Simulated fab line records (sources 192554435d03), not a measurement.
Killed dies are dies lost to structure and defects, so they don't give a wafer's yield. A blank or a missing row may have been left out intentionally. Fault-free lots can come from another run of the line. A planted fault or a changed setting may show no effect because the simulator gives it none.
Split-lot trial ; flow n5 finfet ; 21 wafers read from 7 lots, route of 1938 steps

## THE SPLIT
At N5_BEOL_M2_ETCH_64 (etches SOC in N2/H2, target depth 75 nm, overetch 22.5 nm, time 121.9 s), the setting source w was moved away from the recipe's 840 W on 9 of the 21 wafers read, by -17.4% to +17.4%. For the rest of the wafers, this setting stayed at what the recipe calls for.

The reading is taken at the split's own step.

## THE READING
rf vpp V, in V, at N5_BEOL_M2_ETCH_64 (etches SOC in N2/H2, target depth 75 nm, overetch 22.5 nm, time 121.9 s). A value of 523.1 V with a standard deviation of 2.3 V is what fault-free wafers of this fab line usually give.

wafer;tool, chamber at the split;source w as run, W;against the recipe;rf vpp V, V;against lot-mates on the recipe
L075.1;rie diel-05, 1;986.1;+17.4%;493.2;-29.6
L075.2;rie diel-05, 2;986.1;+17.4%;496.5;-26.3
L075.5;rie diel-05, 3;840;recipe;522.8;-
L080.2;rie diel-05, 3;840;recipe;523.4;-
L080.5;rie diel-05, 3;840;recipe;521.9;-
L080.6;rie diel-05, 0;840;recipe;522.3;-
L081.1;rie diel-05, 1;760.6;-9.5%;537.5;no lot-mate on the recipe
L081.3;rie diel-05, 0;760.6;-9.5%;540.5;no lot-mate on the recipe
L081.5;rie diel-05, 1;760.6;-9.5%;536.7;no lot-mate on the recipe
L084.1;rie diel-06, 2;840;recipe;525.3;-
L084.2;rie diel-06, 1;840;recipe;521.3;-
L084.3;rie diel-06, 3;840;recipe;523.1;-
L088.2;rie diel-06, 2;840;recipe;525.2;-
L088.3;rie diel-06, 0;840;recipe;522.3;-
L088.5;rie diel-06, 3;840;recipe;523.9;-
L092.1;rie diel-06, 0;840;recipe;522.2;-
L092.4;rie diel-06, 2;910.2;+8.4%;511.8;-10.4
L092.5;rie diel-06, 1;910.2;+8.4%;506.7;-15.5
L096.1;rie diel-03, 0;693.9;-17.4%;553.4;+25.9
L096.2;rie diel-03, 2;840;recipe;527.5;-
L096.3;rie diel-03, 1;693.9;-17.4%;556.4;+28.9

FIT RESULTS
A straight line over all 21 wafers: rf vpp V changes by -1.7 V for each +1% of source w; r = -0.99; the points scatter about the line by 2 V.
The same after taking each lot's own level away (the mean of its wafers on the recipe; 18 wafers): -1.59 V for each +1%; r = -0.99; scatter 1.5 V.
That fit puts the effect of the largest move of source w on the reading at 28 V.
The lots' own levels span 522.20 to 527.50 V, that is 2.3 times the standard deviation above.
The two slopes are in agreement: the lot-to-lot level therefore moves the slope only a little.
Check: for one of the wafers moved furthest among these (+17.4%), held out of the fit, the line's prediction against its lot-mates is -26.9 V. It came out at -29.6 V against them.
Tool readings at the split's step, against how far the setting was moved: rf vpp V r = -0.99.

## ADDITIONAL SPLITS CARRIED BY THESE WAFERS
Other splits were also applied to these wafers ahead of the reading. Each is held against what the fit with the lots' levels taken away leaves over:
other split on the same wafers;wafers away from the commonest value;r with rf vpp V (lot level and that fit taken away)
N5_BEOL_M1_ETCH_64 bias w;7;+0.11
N5_BEOL_M2_ETCH_74 source w;5;-0.02

## THE FILE'S OWN FIT
rf vpp V changes by -1.59 V for each +1% of source w, r = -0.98.
